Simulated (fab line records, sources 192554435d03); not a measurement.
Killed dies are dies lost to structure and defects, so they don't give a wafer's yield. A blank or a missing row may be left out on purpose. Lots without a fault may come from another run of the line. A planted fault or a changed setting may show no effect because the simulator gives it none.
Chamber matching | flow n5_finfet | N5_BEOL_M5_STRIP_19 on rie_diel-02: 4 sister chambers
The step strips in O2. 8 wafers are shown with their chamber, then 8 later ones without.

WAFERS WITH THEIR CHAMBER
wafer  | chamber | showerhead_plenum_p_Torr (Torr) | drypump_motor_current_A (A)
L074.4 | 2       | 2.07                            | 4.9
L085.1 | 3       | 2.00                            | 5.9
L085.2 | 1       | 2.17                            | 6.1
L085.5 | 2       | 2.06                            | 4.9
L086.1 | 1       | 2.17                            | 6.2
L086.3 | 3       | 2.00                            | 5.9
L086.4 | 0       | 2.09                            | 5.7
L093.1 | 0       | 2.08                            | 5.7

WAFERS WITHOUT THEIR CHAMBER
wafer  | showerhead_plenum_p_Torr (Torr) | drypump_motor_current_A (A)
L093.3 | 2.06                            | 5.0
L093.5 | 2.16                            | 6.2
L094.1 | 2.16                            | 6.2
L094.2 | 2.08                            | 5.7
L094.5 | 2.16                            | 6.2
L097.2 | 1.99                            | 5.9
L097.3 | 2.08                            | 5.7
L097.6 | 2.08                            | 5.7

WHICH CHAMBER EACH WENT THROUGH
wafer  | from the rows above | in truth
L093.3 | 2                   | 2
L093.5 | 1                   | 1
L094.1 | 1                   | 1
L094.2 | 0                   | 0
L094.5 | 1                   | 1
L097.2 | 3                   | 3
L097.3 | 0                   | 0
L097.6 | 0                   | 0
Placed correctly: 8 of 8. Can't be placed from these rows: 0. Placed wrongly: 0.
How it was worked out, from the rows above alone: a wafer's distance from a chamber is the root of the sum, over the readings, of the square of ((its reading less the chamber's mean) divided by the reading's scatter). The wafer belongs to the nearest chamber; if the next one is less than 2 further off, it can't be placed. A chamber's mean is the mean of its shown wafers. The scatter: the root of (the sum of the squares of (reading less its chamber's mean) over the shown wafers, divided by (wafers less chambers)).
